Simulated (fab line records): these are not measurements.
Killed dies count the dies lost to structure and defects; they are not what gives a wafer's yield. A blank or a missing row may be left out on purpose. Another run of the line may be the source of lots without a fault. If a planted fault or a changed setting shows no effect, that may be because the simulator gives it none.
Struck lot and sound lot, side by side | flow n5_finfet | 16 steps out of a route of 1938
Sound: the wafers L602.2, L602.5, L602.6. Struck: wafers L604.1, L604.3, L604.4. Last of all comes the cause.
Per side, at each step with rows, come the tool, then ch with its chambers, and then its first start. Under that, the readings that differ: sound wafers | struck wafers | difference of the means | sigmas: that difference in standard deviations of wafers without a fault.
alike: same words and numbers on both sides, and readings whose means sit less than 2 such deviations apart. not compared: any withheld reading, any reading some wafer has no value for, any bound like >300 that may hide the same value, and any number with overlapping values for which the record gives no deviation.
A row with sigmas, a row that says differs or no value, or rows on one side alone: a step with any of these is where the two part. Numbers that don't overlap but have no deviation are shown without sigmas and don't part them. A reading missing from all wafers of one side parts the sides only when that side holds two or more wafers.

first, 6 steps without rows for these wafers: N5_BEOL_M1_COAT_05 (resist thk 30 nm); N5_BEOL_M1_EBR_07; N5_BEOL_M1_SOFTBAKE_06 (time 60 s); N5_BEOL_M1_EXPOSE_08 (exposes mask M1); N5_BEOL_M1_PEB_09 (peb time 60 s); N5_BEOL_M1_DEVELOP_10 (develop time 30 s).
N5_BEOL_M1_CD_MEAS_11: target cd 17.05 nm.
  sound on cd_sem-03 ch 0, day 11 00:41; struck on cd_sem-02 ch 0, day 11 06:22
  alike: cd_nm
N5_BEOL_M1_OVL_MEAS_12:
  sound on overlay-01 ch 0, day 11 00:43; struck on overlay-01 ch 0, day 11 06:23
  alike: M1_OVL
N5_BEOL_M1_INSPECT_13: inspects for defects (brightfield).
  sound: defect_inspect-01 at day 11 00:46; struck: defect_inspect-01 at day 11 06:27
  alike: raw_defect_count
N5_BEOL_M1_DESCUM_16: chemistry O2, time 7 s.
  sound on rie_diel-04 ch 2,3, day 11 00:57; struck on rie_diel-06 ch 0,1,2, day 11 06:58
  alike: drypump_motor_current_A, oes_product_au, rf_vpp_V, showerhead_plenum_p_Torr, throttle_valve_pct
  not compared: rf_hours_counter_h
N5_BEOL_M1_ETCH_74: etches underlayer in N2/H2, target depth 6.5 nm, time 5.2 s.
  sound on rie_diel-04 ch 2,3, day 11 00:59; struck on rie_diel-06 ch 0,1,2, day 11 07:00
  alike: bias_w, drypump_motor_current_A, etch_rf_on_time_s, h2_flow_sccm, oes_product_au, rf_vpp_V, showerhead_plenum_p_Torr, throttle_valve_pct
  not compared: rf_hours_counter_h
N5_BEOL_M1_ETCH_63: etches SiARC in CF4, target depth 15.6 nm, time 26 s.
  sound on rie_diel-04 ch 2,3, day 11 01:00; struck on rie_diel-06 ch 0,1,2, day 11 07:01
  alike: bias_w, cf4_flow_sccm, drypump_motor_current_A, etch_rf_on_time_s, oes_product_au, rf_vpp_V, showerhead_plenum_p_Torr, throttle_valve_pct
  not compared: rf_hours_counter_h
N5_BEOL_M1_ETCH_64: etches SOC in N2/H2, target depth 75 nm, overetch 15 nm, time 112.5 s.
  sound on rie_diel-04 ch 2,3, day 11 01:02; struck on rie_diel-06 ch 0,1,2, day 11 07:02
  reading      | sound             | struck            | difference | sigmas
  bias_w (W)   | 150.6 150.3 149.8 | 134.1 134.3 133.2 | -16.4      | -40
  rf_vpp_V (V) | 523.2 521.5 519.6 | 483.3 486.3 486.5 | -36.1      | -17
  alike: drypump_motor_current_A, h2_flow_sccm, oes_product_au, showerhead_plenum_p_Torr, throttle_valve_pct
  not compared: rf_hours_counter_h, model.SiARC_of_BEOL_M1_COAT_62.thk_nm
then, 1 step without rows for these wafers: N5_BEOL_M1_STRIP_65 (strips in N2/H2).
-- here the record skips 3 days between the struck wafers' starts before and after, leaving off in module BEOL_M1 and picking up in module BEOL_M4 (first step shown: number 1111 of the route) --
N5_BEOL_M4_RC_MEAS_101:
  sound on prober-01 ch 0, day 12 22:54; struck on prober-01 ch 0, day 13 21:16
  alike: DIBL_N, DIBL_P, IOFF_N, IOFF_P, ION_N, ION_P, SS_N, SS_P, VT_N, VT_P
N5_PASSIVATION_PROBE_49:
  sound wafers here have rows in the record (prober-02, day 17 09:05); struck ones have none

## WHERE THEY PART
Earliest at N5_BEOL_M1_ETCH_64; latest, in this record, at N5_PASSIVATION_PROBE_49.

WHY: what the simulator had put in
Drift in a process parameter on rie_diel-06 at N5_BEOL_M1_ETCH_64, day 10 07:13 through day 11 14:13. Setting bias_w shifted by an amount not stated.
